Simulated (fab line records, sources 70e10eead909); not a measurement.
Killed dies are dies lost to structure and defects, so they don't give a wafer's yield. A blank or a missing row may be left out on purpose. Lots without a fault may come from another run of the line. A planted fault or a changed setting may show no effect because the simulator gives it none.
A struck lot beside a sound one | flow nand_harc | 42 steps out of a route of 1159
Sound: wafers L500.1, L500.5, L500.6. Struck: wafers L504.3, L504.5, L504.6. The cause comes at the end.
At each step with rows: each side's tool, then ch and its chambers, then its first start. Under that, the readings that differ: sound wafers | struck wafers | difference of the means | sigmas: that difference in standard deviations of wafers without a fault.
alike: readings whose means differ by less than 2 such deviations, and words and numbers that are the same on both sides. not compared: withheld readings, readings that some wafer has no value for, bounds like >300 that may hide the same value, and numbers for which the record gives no deviation and whose values overlap.
The two part at a step that has a row with sigmas, a row that says differs or no value, or rows on one side only. Numbers that don't overlap but have no deviation are shown without sigmas and don't part them. A reading that every wafer of one side lacks parts them only if that side has two wafers or more.

NHARC_A_M1_PVD_20: deposits TaN, target thk 5 nm, time 8.06 s.
  sound on pvd_sputter-02; struck on pvd_sputter-01
  alike: throttle_valve_pct
NHARC_A_M1_PVD_21: deposits Cu, target thk 30 nm, time 20.49 s.
  sound on pvd_sputter-02; struck on pvd_sputter-01
  alike: throttle_valve_pct
then, 2 steps without rows for these wafers: NHARC_A_M1_ECD_22 (material Cu, target thk 400 nm); NHARC_A_M1_ANNEAL_31 (time 90 s).
NHARC_A_M1_CMP_23: polishes, t overpolish 20 s, target thk 154.34 nm.
  sound on cmp-01 ch 0,2,3, day 18 16:16; struck on cmp-01 ch 0,1,2, day 20 05:42
  alike: edge_zone_pressure_frac, motor_current_A, time_to_endpoint_s
NHARC_A_M1_THK_MEAS_24: measures by xrf.
  sound on film_metro-01, day 18 16:30; struck on film_metro-02, day 20 05:56
  alike: thk_nm
then, 1 step without rows for these wafers: NHARC_A_M1_SRD_25.
NHARC_A_M1_INSPECT_27:
  sound on defect_inspect-02, day 18 16:39; struck on defect_inspect-01, day 20 06:06
  alike: raw_defect_count
then, 3 steps without rows for these wafers: NHARC_A_M1_PRE_CLEAN_32 (time 12 s); NHARC_A_M1_DEP_33 (deposits SiCN, target thk 30 nm); NHARC_A_BONDPAD_DEP_00 (deposits SiCN, target thk 250 nm).
NHARC_A_BONDPAD_CMP_29: polishes SiCN, target thk 200 nm.
  sound on cmp-01 ch 1,2,3, day 18 17:52; struck on cmp-01 ch 0,1,2, day 20 07:17
  alike: edge_zone_pressure_frac, motor_current_A
NHARC_A_BONDPAD_THK_MEAS_30: measures by ellipsometry.
  sound on film_metro-02, day 18 18:03; struck on film_metro-01, day 20 07:28
  alike: thk_nm
then, 10 steps without rows for these wafers: NHARC_A_BONDPAD_SRD_31; NHARC_A_BONDPAD_DEHYDRATE_01 (time 120 s); NHARC_A_BONDPAD_HMDS_02 (time 30 s); NHARC_A_BONDPAD_COAT_33 (time 65 s); NHARC_A_BONDPAD_COAT_03 (resist thk 600 nm); NHARC_A_BONDPAD_SOFTBAKE_04 (time 70 s); NHARC_A_BONDPAD_EBR_05; NHARC_A_BONDPAD_EXPOSE_06 (exposes mask A BPAD); NHARC_A_BONDPAD_PEB_07 (peb time 80 s); NHARC_A_BONDPAD_DEVELOP_08 (time 50 s).
NHARC_A_BONDPAD_CD_MEAS_09: target cd 500 nm.
  sound on cd_sem-03 ch 0, day 18 18:37; struck on cd_sem-02 ch 0, day 20 08:02
  alike: cd_nm
NHARC_A_BONDPAD_OVL_MEAS_35:
  sound on overlay-02, day 18 18:42; struck on overlay-02, day 20 08:07
  reading           | sound | struck      | difference | sigmas
  overlay_y_nm (nm) | 3 4 4 | -10 -10 -10 | -14        | -2
  alike: overlay_x_nm
then, 1 step without rows for these wafers: NHARC_A_BONDPAD_HARDBAKE_10 (time 65 s).
NHARC_A_BONDPAD_DESCUM_11: chemistry O2, time 3 s.
  sound on rie_diel-05 ch 0,2,3, day 18 18:51; struck on rie_diel-05 ch 0,2,3, day 20 08:16
  alike: drypump_motor_current_A, oes_product_au, rf_vpp_V, showerhead_plenum_p_Torr, throttle_valve_pct
  not compared: rf_hours_counter_h
NHARC_A_BONDPAD_ETCH_34: etches the open film in N2/H2, target depth 60 nm, overetch 18 nm, time 65.91 s.
  sound on rie_diel-05 ch 2,3, day 18 18:55; struck on rie_diel-05 ch 0,1, day 20 08:19
  alike: drypump_motor_current_A, oes_product_au, rf_vpp_V, showerhead_plenum_p_Torr, throttle_valve_pct
  not compared: rf_hours_counter_h
then, 1 step without rows for these wafers: NHARC_A_BONDPAD_ETCH_12 (etches the open film in CHF3/O2, target depth 220 nm, time 110 s).
NHARC_A_BONDPAD_CD_MEAS_13:
  sound on cd_sem-02, day 18 19:09; struck on cd_sem-01, day 20 08:34
  alike: cd_nm
then, 10 steps without rows for these wafers: NHARC_A_BONDPAD_STRIP_15 (strips in O2); NHARC_A_BONDPAD_ETCH_24 (etches the open film in CF4/N2, target depth 30 nm, time 72.99 s); NHARC_A_BONDPAD_STRIP_16 (strips in post etch residue remover, time 600 s); NHARC_A_BONDPAD_DEGAS_25 (time 60 s); NHARC_A_BONDPAD_PRE_CLEAN_26 (time 30 s); NHARC_A_BONDPAD_PVD_17 (deposits TaN, target thk 5 nm, time 8.06 s); NHARC_A_BONDPAD_PVD_27 (deposits Cu, target thk 30 nm, time 20.49 s); NHARC_A_BONDPAD_ECD_18 (material Cu, target thk 400 nm); NHARC_A_BONDPAD_ANNEAL_28 (time 90 s); NHARC_A_BONDPAD_CMP_19 (polishes, t overpolish 30 s, cu recess touch 16 s, target thk 169.8 nm).
NHARC_A_BONDPAD_THK_MEAS_20: measures by xrf.
  sound on film_metro-02, day 18 21:11; struck on film_metro-02, day 20 10:37
  alike: thk_nm
NHARC_END_SORT_01:
  sound on prober-02 ch 0, day 20 10:07; struck on prober-02 ch 0, day 21 15:38
  reading                  | sound          | struck         | difference | sigmas
  defect_limited_yield (%) | 94.7 95.3 96.5 | 22.9 22.6 24.7 | -72.1      | -52
  killed_at_array          | 27 29 18       | 519 521 508    | +491       | +49
  killed_dies              | 36 32 24       | 522 524 510    | +488       | +50
  sort_bin_2_pct (%)       | 1.2 1.5 1.2    | 31.9 33.4 31.9 | +31.1      | +55
  sort_bin_3_pct (%)       | 0 0.15 0.15    | 6.35 7.83 5.02 | +6.30      | +27
  sort_bin_4_pct (%)       | 4.1 3.1 2.2    | 38.8 36.2 38.4 | +34.7      | +37
  sort_n_pass              | 641 645 653    | 155 153 167    | -488       | -50
  sort_rim_yield_pct (%)   | 94.3 99.1 96.2 | 19.8 16.0 30.2 | -74.5      | -25
  sort_yield_pct (%)       | 94.7 95.3 96.5 | 22.9 22.6 24.7 | -72.1      | -52
  alike: killed_at_other, killed_at_periphery, killed_open, killed_short

WHERE THEY PART
First at NHARC_A_BONDPAD_OVL_MEAS_35; last, within this record, at NHARC_END_SORT_01.

WHY: what the simulator had put in
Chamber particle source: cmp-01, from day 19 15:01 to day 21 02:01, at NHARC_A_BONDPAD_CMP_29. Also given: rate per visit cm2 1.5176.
